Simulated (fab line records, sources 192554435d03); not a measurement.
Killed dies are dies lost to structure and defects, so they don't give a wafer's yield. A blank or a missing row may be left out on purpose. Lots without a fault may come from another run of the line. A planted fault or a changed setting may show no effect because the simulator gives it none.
fab line records | flow n5_finfet | part 1 of 2: steps 1 to 14 of 28
record lots=5 wafers=15 last_day=17
route steps=1938 shown MOL_CONTACT_COAG@574
lots that met no fault: from a run of the same line without faults
start_h: hours from the record's first day to the start of the lot's first wafer shown | wait_h: hours since the lot's step before | " the same as in the row above | L1.1+2: a row that stands for several wafers | - no value, or no start given | * or withheld: withheld | < > ~ a bound
route shown NAME@n: a module of which the file shows steps, and the number in the route of the first | usual: mean/standard deviation of fault-free wafers | same: alike in all rows | chamber/n: place in a boat | sites: the reading at each site | _std_site: their standard deviation | _edge_site: outer sites' mean less inner sites' | radius_mm: how far each site lies from the wafer's centre | mask NAME#n: copy n | behind: the tool/chamber that last shaped the wafer | hold: why the lot was held/for how many hours/how that ended | device: the transistor (n, p or np) that didn't switch | end of line: the same wafers' tests at the end of the route | a step without rows: its recipe alone | killed: dies lost to structure and defects at the first sort, not the wafer's yield | map: a wafer's dies, x killed, . not, _ none there
set.NAME: the setting as run; set.NAME@STEP: as run at that earlier step | model.NAME: the simulator's own value behind a step, which no gauge read
lots at some steps of the route; a table a step, a row a wafer
services: from which hour (start_h, from the record's first day; less than 0 if before it) a tool's chamber was out of use, for how many hours, and why
## steps
# step N5_MOL_CONTACT_COAG_OVL_MEAS_85
# recipe points_per_wafer=522
# usual VG_OVL=0.0/0.59
# columns lot.wafer tool chamber start_h wait_h VG_OVL[nm]
L086.1 overlay-02 0 175.94 0.0 -0.5
L086.2 " 0 " " 0.4
L086.5 " 0 " " -0.2
L087.1 overlay-02 0 181.04 0.0 -0.2
L087.5 " 0 " " -0.4
L087.6 " 0 " " -0.2
L089.1 overlay-01 0 191.94 0.0 0.4
L089.3 " 0 " " 0.7
L089.6 " 0 " " -0.9
L094.1 overlay-01 0 220.12 0.0 -0.2
L094.4 " 0 " " 0.3
L094.6 " 0 " " -1.1
L095.2 overlay-02 0 224.66 0.0 0.3
L095.3 " 0 " " 0.2
L095.5 " 0 " " 0.1
# step N5_MOL_CONTACT_COAG_INSPECT_57
# recipe mode=adi inspect_instrument=brightfield
# usual raw_defect_count=185/45
# columns lot.wafer tool chamber start_h wait_h raw_defect_count
L086.1 defect_inspect-02 - 176.00 0.1 204
L086.2 " - " " 206
L086.5 " - " " 136
L087.1 defect_inspect-02 - 181.10 0.1 198
L087.5 " - " " 171
L087.6 " - " " 134
L089.1 defect_inspect-01 - 192.00 0.1 148
L089.3 " - " " 173
L089.6 " - " " 136
L094.1 defect_inspect-01 - 220.18 0.1 201
L094.4 " - " " 201
L094.6 " - " " 121
L095.2 defect_inspect-02 - 224.71 0.0 217
L095.3 " - " " 240
L095.5 " - " " 243
# step N5_MOL_CONTACT_COAG_DESCUM_88
# recipe chemistry=O2 time_s=7 source_power_w=50 bias_power_w=20 pressure_mtorr=20 rf_frequency_hz=2.712e+07 temp_c=40 resist=CAR-EUV o2_flow_sccm=225
# usual drypump_motor_current_A=5.5/0.39 oes_product_au=0.82/0.077 rf_vpp_V=243.7/1.3 showerhead_plenum_p_Torr=2.13/0.075 throttle_valve_pct=20.40/0.26
# columns lot.wafer tool chamber start_h wait_h drypump_motor_current_A oes_product_au rf_hours_counter_h rf_vpp_V showerhead_plenum_p_Torr throttle_valve_pct
L086.1 rie_diel-01 0 176.03 0.0 6.0 0.69 244 241.4 1.95 20.61
L086.2 " 2 " " 5.2 0.81 83 243.9 2.09 19.92
L086.5 " 1 " " 5.7 0.90 - 244.7 2.22 20.62
L087.1 rie_diel-05 2 181.69 0.6 5.2 0.69 248 243.4 2.15 20.45
L087.5 " 2 " " 5.2 0.68 - 245.7 2.15 20.44
L087.6 " 3 " " 5.1 0.84 - 243.5 2.13 20.59
L089.1 rie_diel-02 3 192.03 0.0 5.2 0.74 134 243.1 2.11 20.56
L089.3 " 0 " " 4.8 0.77 155 242.7 2.09 20.38
L089.6 " 0 " " 4.9 0.77 - 243.0 2.09 20.39
L094.1 rie_diel-01 0 220.22 0.0 6.0 0.99 3 244.5 2.21 20.12
L094.4 " 2 " " 5.2 0.79 101 243.9 2.09 19.94
L094.6 " 3 " " 5.7 0.76 - 243.6 2.10 20.77
L095.2 rie_diel-02 1 224.74 0.0 5.0 0.79 112 244.2 2.22 20.54
L095.3 " 2 " " 6.3 0.83 67 244.8 2.19 20.22
L095.5 " 1 " " 5.0 0.78 - 245.9 2.22 20.56
# step N5_MOL_CONTACT_COAG_ETCH_89
# recipe chemistry=N2/H2 target=underlayer target_depth_a=130 mask_material=CAR-EUV time_s=10.4 ion_energy_ev=200 pressure_mtorr=30 source_w=840 bias_w=150 n2_flow_sccm=200 h2_flow_sccm=200 ends=cleared
# usual drypump_motor_current_A=5.5/0.39 etch_rf_on_time_s=10.5/0.48 oes_product_au=0.69/0.067 rf_vpp_V=525.1/2.3 showerhead_plenum_p_Torr=2.60/0.082 throttle_valve_pct=17.9/0.32
# columns lot.wafer tool chamber start_h wait_h drypump_motor_current_A etch_rf_on_time_s oes_product_au rf_hours_counter_h rf_vpp_V showerhead_plenum_p_Torr throttle_valve_pct
L086.1 rie_diel-01 0 176.06 0.0 6.0 10.3 0.60 244 518.6 2.41 18.3
L086.2 " 2 " " 5.2 11.0 0.67 83 524.7 2.58 17.6
L086.5 " 1 " " 5.7 10.5 0.75 - 528.1 2.72 18.2
L087.1 rie_diel-05 2 181.72 0.0 5.2 10.8 0.59 248 526.9 2.63 18.0
L087.5 " 2 " " 5.2 10.9 0.58 - 524.9 2.63 18.0
L087.6 " 3 " " 5.1 10.3 0.72 - 525.5 2.60 18.2
L089.1 rie_diel-02 3 192.06 0.0 5.2 9.9 0.66 134 523.7 2.57 18.0
L089.3 " 0 " " 4.9 10.4 0.65 155 524.0 2.56 17.9
L089.6 " 0 " " 4.9 10.4 0.65 - 523.3 2.56 18.0
L094.1 rie_diel-01 0 220.25 0.0 6.1 10.0 0.86 3 528.7 2.72 17.7
L094.4 " 2 " " 5.2 11.2 0.64 101 523.0 2.57 17.6
L094.6 " 3 " " 5.7 10.6 0.64 - 523.6 2.55 18.2
L095.2 rie_diel-02 1 224.78 0.0 5.0 11.2 0.65 112 528.1 2.69 17.9
L095.3 " 2 " " 6.4 10.5 0.71 67 527.9 2.65 17.6
L095.5 " 1 " " 5.0 11.2 0.65 - 526.5 2.69 17.9
# step N5_MOL_CONTACT_COAG_ETCH_90
# recipe chemistry=CF4 target=SiARC target_depth_a=130 mask_material=CAR-EUV time_s=21.7 ion_energy_ev=80 pressure_mtorr=40 source_w=545 bias_w=36 Ar_flow_sccm=100 cf4_flow_sccm=100 ends=cleared
# usual drypump_motor_current_A=5.5/0.39 etch_rf_on_time_s=22.0/0.92 oes_product_au=0.69/0.066 rf_vpp_V=184.5/1 showerhead_plenum_p_Torr=2.18/0.067 throttle_valve_pct=15.56/0.25
# columns lot.wafer tool chamber start_h wait_h drypump_motor_current_A etch_rf_on_time_s oes_product_au rf_hours_counter_h rf_vpp_V showerhead_plenum_p_Torr throttle_valve_pct
L086.1 rie_diel-01 0 176.08 0.0 6.0 21.8 0.59 244 182.4 2.00 15.80
L086.2 " 2 " " 5.2 22.9 0.67 83 184.5 2.16 15.23
L086.5 " 1 " " 5.7 21.7 0.75 - 186.2 2.27 15.75
L087.1 rie_diel-05 2 181.74 0.0 5.1 22.7 0.58 248 184.3 2.18 15.64
L087.5 " 2 " " 5.2 23.0 0.57 - 183.5 2.18 15.64
L087.6 " 3 " " 5.1 21.9 0.72 - 184.1 2.17 15.67
L089.1 rie_diel-02 3 192.08 0.0 5.2 20.5 0.66 134 185.3 2.15 15.72
L089.3 " 0 " " 4.9 21.6 0.66 155 182.9 2.13 15.52
L089.6 " 0 " " 4.9 21.7 0.65 - 184.5 2.13 15.52
L094.1 rie_diel-01 0 220.27 0.0 6.0 21.1 0.85 3 185.5 2.25 15.28
L094.4 " 2 " " 5.2 23.2 0.65 101 183.3 2.15 15.26
L094.6 " 3 " " 5.7 22.2 0.64 - 183.6 2.16 16.00
L095.2 rie_diel-02 1 224.80 0.0 5.0 23.3 0.65 112 186.2 2.25 15.58
L095.3 " 2 " " 6.4 22.2 0.70 67 186.6 2.26 15.53
L095.5 " 1 " " 5.0 23.6 0.66 - 186.6 2.25 15.58
# step N5_MOL_CONTACT_COAG_ALD_131
# recipe material=SiO2 target_thk_a=50 temp_c=100 ald_precursor_family=BDEAS ald_co_reactant=O2-plasma pulse_time_s=1 co_reactant_pulse_time_s=1 purge_time_s=2 co_reactant_purge_time_s=2 ald_cycles=35 pressure_torr=2
# usual heater_power_w=77/7.7 precursor_pulse_height_rel=0.999/0.019
# same co_reactant_pulse_time_s=1
# columns lot.wafer tool chamber start_h wait_h heater_power_w precursor_pulse_height_rel
L086.1 ald_sin-02 0 176.58 0.5 74 1.015
L086.2 " 2 " " 86 1.009
L086.5 " 1 " " 71 0.996
L087.1 ald_sin-04 2 181.90 0.1 80 1.025
L087.5 " 3 " " 90 1.014
L087.6 " 0 " " 68 1.010
L089.1 ald_sin-02 0 192.38 0.3 76 0.997
L089.3 " 1 " " 72 1.012
L089.6 " 1 " " 72 0.995
L094.1 ald_sin-04 3 220.35 0.1 91 0.975
L094.4 " 0 " " 69 1.002
L094.6 " 1 " " 73 0.988
L095.2 ald_sin-04 1 224.88 0.1 74 0.965
L095.3 " 3 " " 91 1.007
L095.5 " 3 " " 89 0.972
# step N5_MOL_CONTACT_COAG_ETCHBACK_132
# recipe chemistry=CHF3 target=SiO2 target_depth_a=100 time_s=6.7 ion_energy_ev=200 pressure_mtorr=30 source_w=610 bias_w=170 Ar_flow_sccm=200 CHF3_flow_sccm=50
# usual drypump_motor_current_A=5.4/0.47 oes_ar_750_au=0.80/0.062 oes_product_au=0.81/0.067 rf_vpp_V=529/9.9 showerhead_plenum_p_Torr=2.43/0.083 throttle_valve_pct=18.71/0.23
# columns lot.wafer tool chamber start_h wait_h drypump_motor_current_A oes_ar_750_au oes_product_au rf_hours_counter_h rf_vpp_V showerhead_plenum_p_Torr throttle_valve_pct
L086.1 rie_diel-01 2 176.82 0.2 5.2 0.78 0.79 84 534 2.39 18.29
L086.2 " 1 " " 5.7 0.85 0.88 26 539 2.53 18.95
L086.5 " 2 " " 5.2 0.79 0.79 - 534 2.39 18.29
L087.1 rie_diel-02 2 182.12 0.1 6.4 0.84 0.83 54 516 2.53 18.75
L087.5 " 2 " " 6.3 0.84 0.84 - 517 2.53 18.75
L087.6 " 1 " " 5.0 0.78 0.77 - 526 2.52 18.77
L089.1 rie_diel-02 3 192.64 0.2 5.2 0.78 0.77 134 523 2.39 18.80
L089.3 " 2 " " 6.3 0.84 0.83 59 516 2.53 18.75
L089.6 " 1 " " 5.0 0.78 0.79 - 525 2.52 18.78
L094.1 rie_diel-01 3 220.53 0.1 5.7 0.75 0.75 134 521 2.40 19.08
L094.4 " 0 " " 6.1 0.97 1.00 3 547 2.52 18.49
L094.6 " 3 " " 5.7 0.75 0.75 - 521 2.40 19.08
L095.2 rie_diel-05 0 225.06 0.1 5.4 0.87 0.87 70 514 2.32 18.85
L095.3 " 2 " " 5.2 0.94 0.98 5 529 2.42 18.29
L095.5 " 1 " " 5.6 0.75 0.76 - 544 2.49 18.41
# step N5_MOL_CONTACT_COAG_ETCH_91
# recipe chemistry=N2/H2 target=SOC target_depth_a=600 overetch_a=210 mask_material=SiARC temp_c=40 time_s=101.2 ion_energy_ev=200 pressure_mtorr=30 source_w=840 bias_w=150 n2_flow_sccm=200 h2_flow_sccm=200
# usual drypump_motor_current_A=5.5/0.47 oes_product_au=0.68/0.052 rf_vpp_V=525.5/2.3 showerhead_plenum_p_Torr=2.60/0.08 throttle_valve_pct=17.85/0.27
# columns lot.wafer tool chamber start_h wait_h drypump_motor_current_A oes_product_au rf_hours_counter_h rf_vpp_V showerhead_plenum_p_Torr throttle_valve_pct
L086.1 rie_diel-01 2 176.86 0.0 5.2 0.68 84 524.1 2.58 17.53
L086.2 " 1 " " 5.7 0.74 26 528.2 2.72 18.12
L086.5 " 2 " " 5.2 0.68 - 526.4 2.58 17.53
L087.1 rie_diel-02 2 182.17 0.0 6.4 0.71 54 527.9 2.66 17.53
L087.5 " 2 " " 6.3 0.70 - 527.9 2.66 17.50
L087.6 " 1 " " 5.0 0.67 - 525.8 2.69 17.87
L089.1 rie_diel-02 3 192.68 0.0 5.2 0.63 134 524.6 2.57 17.99
L089.3 " 2 " " 6.3 0.71 59 526.5 2.66 17.52
L089.6 " 1 " " 5.0 0.67 - 525.6 2.69 17.88
L094.1 rie_diel-01 3 220.56 0.0 5.7 0.64 134 523.5 2.55 18.20
L094.4 " 0 " " 6.0 0.82 3 527.5 2.72 17.69
L094.6 " 3 " " 5.7 0.63 - 525.3 2.55 18.19
L095.2 rie_diel-05 0 225.09 0.0 5.4 0.71 70 522.8 2.45 17.91
L095.3 " 2 " " 5.2 0.81 5 525.3 2.62 17.60
L095.5 " 1 " " 5.6 0.63 - 527.3 2.62 17.24
# step N5_MOL_CONTACT_COAG_STRIP_92
# recipe chemistry=N2/H2 temp_c=40 n2_flow_sccm=200 h2_flow_sccm=200 rf_frequency_hz=6e+07
# columns lot.wafer tool chamber start_h wait_h
L086.1+2+5 rie_diel-01 2,1,2 176.93 0.0
L087.1+5+6 rie_diel-02 2,2,1 182.27 0.1
L089.1+3+6 rie_diel-02 3,2,1 192.75 0.0
L094.1+4+6 rie_diel-01 3,0,3 220.63 0.0
L095.2+3+5 rie_diel-05 0,2,1 225.16 0.0
# step N5_MOL_CONTACT_COAG_STRIP_93
# recipe chemistry=N2/H2 temp_c=40 n2_flow_sccm=200 h2_flow_sccm=200 rf_frequency_hz=6e+07
# columns lot.wafer tool chamber start_h wait_h
L086.1+2+5 rie_diel-01 2,1,2 176.94 0.0
L087.1+5+6 rie_diel-02 2,2,1 182.29 0.0
L089.1+3+6 rie_diel-02 3,2,1 192.76 0.0
L094.1+4+6 rie_diel-01 3,0,3 220.64 0.0
L095.2+3+5 rie_diel-05 0,2,1 225.17 0.0
# step N5_MOL_CONTACT_COAG_ETCHBACK_135
# recipe chemistry=CHF3 target=SiO2 target_depth_a=250 time_s=16.7 ion_energy_ev=200 pressure_mtorr=30 source_w=610 bias_w=170 Ar_flow_sccm=200 CHF3_flow_sccm=50
# usual drypump_motor_current_A=5.4/0.48 oes_ar_750_au=0.80/0.062 oes_product_au=0.81/0.068 rf_vpp_V=530/9.9 showerhead_plenum_p_Torr=2.43/0.083 throttle_valve_pct=18.71/0.23
# columns lot.wafer tool chamber start_h wait_h drypump_motor_current_A oes_ar_750_au oes_product_au rf_hours_counter_h rf_vpp_V showerhead_plenum_p_Torr throttle_valve_pct
L086.1 rie_diel-01 2 176.95 0.0 5.2 0.78 0.79 84 533 2.39 18.30
L086.2 " 1 " " 5.7 0.85 0.90 26 539 2.53 18.95
L086.5 " 2 " " 5.2 0.77 0.80 - 535 2.39 18.30
L087.1 rie_diel-02 2 182.30 0.0 6.3 0.85 0.84 54 517 2.53 18.76
L087.5 " 2 " " 6.3 0.84 0.84 - 517 2.53 18.78
L087.6 " 1 " " 5.0 0.78 0.78 - 526 2.52 18.76
L089.1 rie_diel-02 3 192.77 0.0 5.2 0.79 0.77 134 524 2.39 18.79
L089.3 " 2 " " 6.4 0.83 0.83 59 515 2.53 18.77
L089.6 " 1 " " 5.0 0.78 0.78 - 527 2.52 18.79
L094.1 rie_diel-01 3 220.65 0.0 5.7 0.75 0.74 134 519 2.40 19.10
L094.4 " 0 " " 6.1 0.97 1.00 3 545 2.52 18.49
L094.6 " 3 " " 5.7 0.76 0.75 - 520 2.40 19.10
L095.2 rie_diel-05 0 225.18 0.0 5.4 0.88 0.87 71 517 2.32 18.87
L095.3 " 2 " " 5.1 0.94 0.97 5 526 2.42 18.28
L095.5 " 1 " " 5.6 0.75 0.76 - 547 2.49 18.39
# step N5_MOL_CONTACT_COAG_STRIP_118
# recipe chemistry=CHF3 resist=SiARC rf_frequency_hz=6e+07
# columns lot.wafer tool chamber start_h wait_h
L086.1+2+5 rie_diel-01 2,1,2 176.97 0.0
L087.1+5+6 rie_diel-02 2,2,1 182.34 0.0
L089.1+3+6 rie_diel-02 3,2,1 192.79 0.0
L094.1+4+6 rie_diel-01 3,0,3 220.68 0.0
L095.2+3+5 rie_diel-05 0,2,1 225.20 0.0
# step N5_MOL_CONTACT_COAG_VIA_ETCH_46
# recipe chemistry=C4F6/O2 target_depth_a=460 overetch_a=92 mask_material=SOC target=SiO2 bias_w=455 pressure_mtorr=10 time_s=40 source_w=325 Ar_flow_sccm=300 C4F6_flow_sccm=10 O2_flow_sccm=10 ion_energy_ev=575.3 ends=end_point
# usual drypump_motor_current_A=5.4/0.47 oes_ar_750_au=0.80/0.061 oes_product_au=0.73/0.056 rf_vpp_V=1602/28 showerhead_plenum_p_Torr=2.90/0.099 throttle_valve_pct=41.0/0.48
# columns lot.wafer tool chamber start_h wait_h drypump_motor_current_A oes_ar_750_au oes_product_au rf_hours_counter_h rf_vpp_V showerhead_plenum_p_Torr throttle_valve_pct
L086.1 rie_diel-01 2 176.98 0.0 5.2 0.77 0.72 84 1617 2.86 40.5
L086.2 " 1 " " 5.7 0.86 0.80 26 1631 3.01 41.2
L086.5 " 2 " " 5.2 0.78 0.73 - 1615 2.86 40.5
L087.1 rie_diel-02 2 182.35 0.0 6.3 0.83 0.76 54 1567 3.03 41.3
L087.5 " 2 " " 6.3 0.83 0.76 - 1566 3.03 41.3
L087.6 " 1 " " 5.0 0.79 0.72 - 1595 3.01 41.6
L089.1 rie_diel-02 3 192.80 0.0 5.2 0.78 0.67 134 1585 2.85 40.6
L089.3 " 2 " " 6.4 0.83 0.75 59 1565 3.03 41.2
L089.6 " 1 " " 5.0 0.78 0.72 - 1595 3.01 41.6
L094.1 rie_diel-01 3 220.69 0.0 5.7 0.75 0.68 134 1575 2.86 41.2
L094.4 " 0 " " 6.0 0.97 0.87 3 1645 2.99 40.1
L094.6 " 3 " " 5.7 0.76 0.69 - 1576 2.86 41.2
L095.2 rie_diel-05 0 225.21 0.0 5.4 0.87 0.77 71 1564 2.77 41.7
L095.3 " 2 " " 5.2 0.94 0.85 5 1597 2.89 40.4
L095.5 " 1 " " 5.6 0.75 0.68 - 1649 2.96 40.0
# step N5_MOL_CONTACT_COAG_STRIP_96
# recipe chemistry=N2/H2 power_w=500 temp_c=40 pressure_mtorr=50 rf_frequency_hz=6e+07 overash_fraction=0.3 bias_power_w=28 h2_frac=0.5 n2_flow_sccm=300 h2_flow_sccm=300
# usual drypump_motor_current_A=5.5/0.48 oes_product_au=0.81/0.068 rf_vpp_V=122.2/1.2 showerhead_plenum_p_Torr=3.44/0.1 throttle_valve_pct=19.0/0.42
# columns lot.wafer tool chamber start_h wait_h drypump_motor_current_A oes_product_au rf_hours_counter_h rf_vpp_V showerhead_plenum_p_Torr throttle_valve_pct
L086.1 rie_diel-01 2 177.05 0.0 5.2 0.80 84 123.6 3.41 18.6
L086.2 " 1 " " 5.7 0.89 26 120.9 3.58 19.5
L086.5 " 2 " " 5.2 0.80 - 121.4 3.41 18.6
L087.1 rie_diel-02 2 182.45 0.1 6.4 0.85 54 121.3 3.51 18.4
L087.5 " 2 " " 6.4 0.85 - 122.5 3.51 18.4
L087.6 " 1 " " 5.0 0.80 - 123.0 3.55 19.0
L089.1 rie_diel-02 3 192.87 0.0 5.2 0.75 134 121.8 3.39 19.1
L089.3 " 2 " " 6.4 0.83 59 124.2 3.51 18.4
L089.6 " 1 " " 5.0 0.79 - 124.3 3.55 19.0
L094.1 rie_diel-01 3 220.75 0.0 5.7 0.76 134 123.5 3.36 19.6
L094.4 " 0 " " 6.1 1.00 3 122.6 3.59 18.8
L094.6 " 3 " " 5.7 0.76 - 121.7 3.36 19.7
L095.2 rie_diel-05 0 225.28 0.0 5.4 0.85 71 119.7 3.24 19.3
L095.3 " 2 " " 5.2 0.97 5 123.6 3.46 19.0
L095.5 " 1 " " 5.6 0.75 - 121.3 3.46 18.2
